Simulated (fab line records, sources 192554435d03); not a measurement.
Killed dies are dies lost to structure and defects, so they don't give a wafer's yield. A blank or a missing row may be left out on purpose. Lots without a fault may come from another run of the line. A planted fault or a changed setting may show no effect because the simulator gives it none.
fab line records | flow n5_finfet
record lots=10 wafers=29 last_day=17
route steps=1938 shown BEOL_M6@1240 BEOL_M7@1276
lots that met no fault: from a run of the same line without faults
start_h: hours from the record's first day to the start of the lot's first wafer shown | wait_h: hours since the lot's step before | " the same as in the row above | L1.1+2: a row that stands for several wafers | - no value, or no start given | * or withheld: withheld | < > ~ a bound
route shown NAME@n: a module of which the file shows steps, and the number in the route of the first | usual: mean/standard deviation of fault-free wafers | same: alike in all rows | chamber/n: place in a boat | sites: the reading at each site | _std_site: their standard deviation | _edge_site: outer sites' mean less inner sites' | radius_mm: how far each site lies from the wafer's centre | mask NAME#n: copy n | behind: the tool/chamber that last shaped the wafer | hold: why the lot was held/for how many hours/how that ended | device: the transistor (n, p or np) that didn't switch | end of line: the same wafers' tests at the end of the route | a step without rows: its recipe alone | killed: dies lost to structure and defects at the first sort, not the wafer's yield | map: a wafer's dies, x killed, . not, _ none there
set.NAME: the setting as run; set.NAME@STEP: as run at that earlier step | model.NAME: the simulator's own value behind a step, which no gauge read
steps of the route over a sample of lots; a table a step, a row a wafer
services: from which hour (start_h, from the record's first day; less than 0 if before it) a tool's chamber was out of use, for how many hours, and why
## steps
# step N5_BEOL_M6_ETCH_41
# recipe chemistry=CH3F/O2 target=SiCN target_depth_a=297 taper_deg=2 time_s=52 ion_energy_ev=120 mask_material=TiN pressure_mtorr=30 source_w=395 bias_w=75 Ar_flow_sccm=150 CH3F_flow_sccm=30 O2_flow_sccm=20
# usual CH3F_flow_sccm=30.01/0.09 drypump_motor_current_A=5.6/0.53 oes_product_au=0.81/0.059 rf_fwd_power_W=390.9/1.6 rf_vpp_V=297.5/1.7 showerhead_plenum_p_Torr=2.01/0.078 throttle_valve_pct=16.26/0.16
# columns lot.wafer tool chamber start_h wait_h CH3F_flow_sccm drypump_motor_current_A oes_product_au rf_fwd_power_W rf_hours_counter_h rf_vpp_V showerhead_plenum_p_Torr throttle_valve_pct
L694.1 rie_diel-01 0 - - 30.07 6.1 0.71 390.3 235 295.3 1.90 16.61
L694.3 " 2 " " 29.88 6.4 0.95 388.4 5 296.8 1.96 16.05
L694.4 " 1 " " 29.88 5.3 0.68 391.5 224 296.6 1.98 16.49
L695.2 rie_diel-01 1 - - 29.96 5.3 0.68 390.0 225 297.2 1.98 16.50
L695.4 " 3 " " 29.95 5.8 0.84 394.6 47 297.1 1.94 16.28
L695.5 " 1 " " 29.87 5.3 0.68 390.5 - 296.9 1.98 16.48
L696.1 rie_diel-02 1 - - 29.97 5.6 0.82 389.7 74 297.7 2.01 16.00
L696.2 " 3 " " 29.89 4.8 0.81 390.7 85 296.5 1.93 16.39
L696.4 " 2 " " 29.95 5.8 0.79 388.8 93 298.1 2.10 16.17
L702.1 rie_diel-02 2 - - 29.93 5.7 0.78 390.1 103 299.8 2.10 16.20
L702.2 " 0 " " 30.07 5.8 0.83 391.9 66 299.1 2.04 16.06
L702.4 " 1 " " 30.00 5.6 0.80 386.7 85 299.1 2.01 16.03
L712.1 rie_diel-02 3 - - 30.06 4.7 0.78 393.1 121 296.1 1.92 16.45
L712.2 " 1 " " 30.12 5.6 0.79 389.2 99 295.1 2.00 16.06
L712.6 " 3 " " 30.14 4.7 0.77 391.7 - 294.4 1.92 16.45
L711.2 rie_diel-01 1 - - 30.00 5.3 0.98 388.4 3 296.4 1.97 16.10
L711.4 " 3 " " 30.05 5.7 0.79 392.5 86 297.1 1.93 16.37
L711.6 " 0 " " 30.13 6.1 0.94 391.1 - 298.7 2.14 16.18
L709.1 rie_diel-02 1 - - 29.99 5.6 0.80 389.4 104 298.2 2.00 16.05
L709.4 " 0 " " 30.13 5.8 0.79 393.0 - 297.5 2.03 16.13
L709.5 " 1 " " 29.92 5.6 0.79 388.9 - 297.0 2.00 16.07
L713.1 rie_diel-06 2 - - 30.05 5.4 0.82 392.3 81 298.9 2.11 16.43
L713.5 " 0 " " 29.86 5.3 0.82 391.4 - 299.9 2.11 16.27
L714.1 rie_diel-06 0 - - 30.12 5.3 0.82 392.3 67 299.6 2.11 16.27
L714.2 " 2 " " 30.07 5.4 0.83 393.2 84 298.8 2.11 16.44
L714.6 " 1 " " 30.13 6.6 0.75 392.0 - 296.1 1.90 16.44
L715.1 rie_diel-02 0 - - 30.11 5.9 0.78 390.5 112 298.2 2.02 16.15
L715.3 " 0 " " 30.09 5.8 0.78 390.0 - 297.5 2.02 16.15
L715.5 " 1 " " 30.07 5.6 0.77 387.2 - 298.5 1.99 16.09
# step N5_BEOL_M6_CMP_52
# recipe stop_on=SiCOH_lowk t_overpolish_s=6.9 down_force_psi=1 platen_rpm=50 clearing_platen_down_force_psi=1.5 clearing_platen_rpm=50 post_cmp_clean=cu_alkaline target_thk_nm=80 clearing_platen_pad_velocity_m_s=0.99484 pad_velocity_m_s=0.99484
# usual barrier_field_endpoint_s=28.8/0.81 motor_current_A=6.1/1 overpolish_run_s=6.902/0.0098 time_to_endpoint_s=61/3.4
# columns lot.wafer tool chamber start_h wait_h barrier_field_endpoint_s motor_current_A overpolish_run_s time_to_endpoint_s
L694.1 cmp-02 1 195.76 0.3 28.9 5.5 6.909 59
L694.4 " 2 " " 28.7 6.5 6.900 57
L694.3 " 0 " " 29.6 6.1 6.896 64
L695.2 cmp-01 2 196.34 0.2 27.7 8.4 6.885 62
L695.4 " 3 " " 29.1 5.2 6.887 63
L695.5 " 1 " " 28.1 5.7 6.907 61
L696.2 cmp-01 0 212.95 0.2 29.1 6.0 6.916 62
L696.4 " 2 " " 29.4 8.4 6.897 61
L696.1 " 3 " " 28.1 5.4 6.885 57
L702.4 cmp-03 2 243.55 0.1 29.7 6.1 6.911 61
L702.2 " 3 " " 30.1 5.7 6.913 65
L702.1 " 0 " " 30.0 6.1 6.895 63
L712.1 cmp-03 1 297.77 0.3 29.1 5.1 6.916 65
L712.2 " 2 " " 29.7 6.0 6.909 64
L712.6 " 3 " " 29.6 5.4 6.904 65
L711.2 cmp-03 0 302.96 0.2 28.5 6.2 6.905 65
L711.4 " 1 " " 29.0 5.1 6.912 61
L711.6 " 3 " " 30.2 5.6 6.879 67
L709.4 cmp-01 2 309.82 0.2 28.4 8.6 6.896 58
L709.1 " 3 " " 28.7 5.4 6.892 61
L709.5 " 1 " " 28.0 5.8 6.915 58
L713.1 cmp-01 0 318.57 0.4 29.3 6.0 6.909 67
L713.5 " 2 " " 28.7 7.9 6.913 64
L714.2 cmp-01 0 327.34 0.3 28.3 5.7 6.897 63
L714.1 " 1 " " 28.4 6.0 6.894 58
L714.6 " 0 " " 29.9 6.2 6.890 67
L715.3 cmp-03 2 341.74 0.2 28.2 6.1 6.886 64
L715.1 " 0 " " 28.2 5.8 6.894 61
L715.5 " 2 " " 29.4 6.4 6.905 64
# step N5_BEOL_M7_CD_MEAS_11
# recipe target_cd_nm=38.5 landing_energy_ev=500 detector=se_inlens polarity=opening
# usual cd_nm=38.6/0.52
# same landing_energy_ev=500
# columns lot.wafer tool chamber start_h wait_h cd_nm
L694.1 cd_sem-03 0 199.32 - 38.4
L694.3 " 0 " " 38.8
L694.4 " 0 " " 38.9
L695.2 cd_sem-02 0 199.68 - 38.1
L695.4 " 0 " " 40.1
L695.5 " 0 " " 38.5
L696.1 cd_sem-03 0 215.24 - 38.7
L696.2 " 0 " " 39.3
L696.4 " 0 " " 38.8
L702.1 cd_sem-02 0 245.34 - 39.1
L702.2 " 0 " " 39.0
L702.4 " 0 " " 39.3
L712.1 cd_sem-03 0 300.90 - 37.9
L712.2 " 0 " " 38.1
L712.6 " 0 " " 37.9
L711.2 cd_sem-03 0 305.42 - 38.7
L711.4 " 0 " " 37.9
L711.6 " 0 " " 39.0
L709.1 cd_sem-03 0 311.82 - 38.5
L709.4 " 0 " " 38.0
L709.5 " 0 " " 38.4
L713.1 cd_sem-01 0 321.02 - 37.9
L713.5 " 0 " " 39.1
L714.1 cd_sem-03 0 332.66 - 38.5
L714.2 " 0 " " 38.9
L714.6 " 0 " " 38.7
L715.1 cd_sem-03 0 344.56 - 38.3
L715.3 " 0 " " 38.8
L715.5 " 0 " " 37.8
# step N5_BEOL_M7_ETCH_61
# recipe chemistry=CF4 target=SiARC target_depth_a=455 mask_material=CAR-ArF time_s=75.8 ion_energy_ev=80 pressure_mtorr=40 source_w=545 bias_w=36 Ar_flow_sccm=100 cf4_flow_sccm=100 ends=cleared
# usual drypump_motor_current_A=5.6/0.55 etch_rf_on_time_s=75.0/2 oes_product_au=0.71/0.091 rf_fwd_power_W=538.8/2.4 rf_vpp_V=184.1/1.3 showerhead_plenum_p_Torr=2.14/0.077 throttle_valve_pct=15.49/0.25
# columns lot.wafer tool chamber start_h wait_h drypump_motor_current_A etch_rf_on_time_s oes_product_au rf_fwd_power_W rf_hours_counter_h rf_vpp_V showerhead_plenum_p_Torr throttle_valve_pct
L694.1 rie_diel-05 1 199.44 0.0 5.8 80.3 0.57 543.1 246 182.8 2.02 15.59
L694.3 " 2 " " 5.7 75.9 0.56 536.3 245 183.4 2.20 15.49
L694.4 " 2 " " 5.7 75.6 0.56 535.1 - 187.0 2.20 15.47
L695.2 rie_diel-03 3 199.81 0.0 5.4 72.1 0.84 540.1 6 183.8 2.11 15.48
L695.4 " 1 " " 4.9 74.4 0.74 534.6 - 184.7 2.25 15.73
L695.5 " 2 " " 6.6 75.9 0.65 538.1 - 185.0 2.20 15.52
L696.1 rie_diel-03 2 215.37 0.0 6.6 76.2 0.65 537.8 168 184.8 2.20 15.52
L696.2 " 1 " " 4.9 74.8 0.73 536.8 58 186.9 2.25 15.74
L696.4 " 2 " " 6.6 76.5 0.65 538.1 - 184.8 2.20 15.53
L702.1 rie_diel-03 3 245.53 0.0 5.4 72.0 0.80 544.8 21 184.1 2.10 15.50
L702.2 " 1 " " 4.9 62.8 0.79 662.9 69 171.8 2.25 15.78
L702.4 " 1 " " 4.9 62.7 0.80 664.1 - 172.5 2.25 15.79
L712.1 rie_diel-04 0 301.13 0.0 5.1 75.7 0.59 542.4 247 182.3 2.02 15.60
L712.2 " 1 " " 5.0 77.9 0.59 538.8 204 183.6 2.04 15.69
L712.6 " 0 " " 5.1 75.6 0.58 541.5 - 182.4 2.02 15.61
L711.2 rie_diel-04 3 305.65 0.0 6.1 76.2 0.63 536.7 167 182.7 2.05 15.73
L711.4 " 0 " " 5.1 75.2 0.58 538.8 - 182.6 2.02 15.63
L711.6 " 3 " " 6.1 76.1 0.62 540.6 - 182.9 2.05 15.74
L709.1 rie_diel-05 0 311.94 0.0 5.5 76.8 0.69 535.7 89 184.3 2.16 15.14
L709.4 " 3 " " 5.0 72.6 0.78 540.5 35 183.5 2.08 14.96
L709.5 " 0 " " 5.5 77.4 0.70 536.2 - 184.7 2.16 15.16
L713.1 rie_diel-04 2 321.15 0.0 6.3 71.9 0.86 544.2 5 183.5 2.10 15.51
L713.5 " 2 " " 6.3 71.6 0.86 541.7 - 183.1 2.10 15.51
L714.1 rie_diel-04 3 332.89 0.0 6.1 76.4 0.62 539.4 179 183.4 2.05 15.76
L714.2 " 2 " " 6.3 71.9 0.84 540.2 10 182.7 2.10 15.53
L714.6 " 3 " " 6.1 76.8 0.62 540.7 - 183.7 2.05 15.72
L715.1 rie_diel-03 0 344.68 0.0 5.7 72.6 0.77 539.2 35 182.0 2.09 15.46
L715.3 " 1 " " 4.9 75.0 0.69 539.6 92 184.8 2.24 15.82
L715.5 " 2 " " 6.6 76.6 0.62 537.7 - 184.0 2.19 15.59
## services
# columns tool chamber start_h hours kind
cmp-03 - 178.06 4.0 pm
cmp-01 - 179.65 4.0 pm
cmp-03 - 182.06 - consumable_replace:conditioner
cmp-03 - 182.06 - consumable_replace:pad
rie_diel-04 1 183.48 4.8 repair
cmp-01 - 183.65 - consumable_replace:conditioner
cmp-01 - 183.65 - consumable_replace:pad
rie_diel-03 0 193.33 - clean
rie_diel-03 0 193.33 - consumable_replace:focus_ring
rie_diel-03 0 193.33 26.6 scheduled_down
rie_diel-03 0 193.33 26.6 vent_cycle
cmp-02 - 196.25 2.8 repair
cmp-01 - 202.18 2.4 repair
rie_diel-06 3 219.51 1.4 repair
cmp-01 - 230.19 4.0 pm
cmp-02 - 258.45 4.3 repair
rie_diel-02 1 259.35 18.6 repair
cmp-02 - 267.14 0.2 repair
cmp-02 - 300.52 4.0 pm
cmp-03 - 326.15 2.9 repair
rie_diel-02 3 329.31 13.5 repair
cmp-03 - 331.98 1.0 repair
cmp-03 - 336.65 0.8 repair
rie_diel-03 1 342.20 1.8 repair
## key
first_sign step=N5_BEOL_M7_ETCH_61 reading=rf_fwd_power_W direction=up sigmas=51 usual=* struck=*
effect step=N5_BEOL_M7_ETCH_61 reading=rf_vpp_V direction=down sigmas=9.1 usual=184.1 struck=172.1
met_at N5_BEOL_M7_ETCH_61
struck_lots L702
struck_wafers L702.2,L702.4
not_acting_at N5_BEOL_M6_ETCH_41,N5_BEOL_M6_CMP_52,N5_BEOL_M7_CD_MEAS_11
onset_between 215.37 245.53
fault kind=process_parameter_drift tool=rie_diel-03 chamber=1 onset_h=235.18 steps=N5_BEOL_M7_ETCH_61 channel=source_w offset=130.8 shape=step end_h=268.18 acts_in=these_recipes_only stated=545
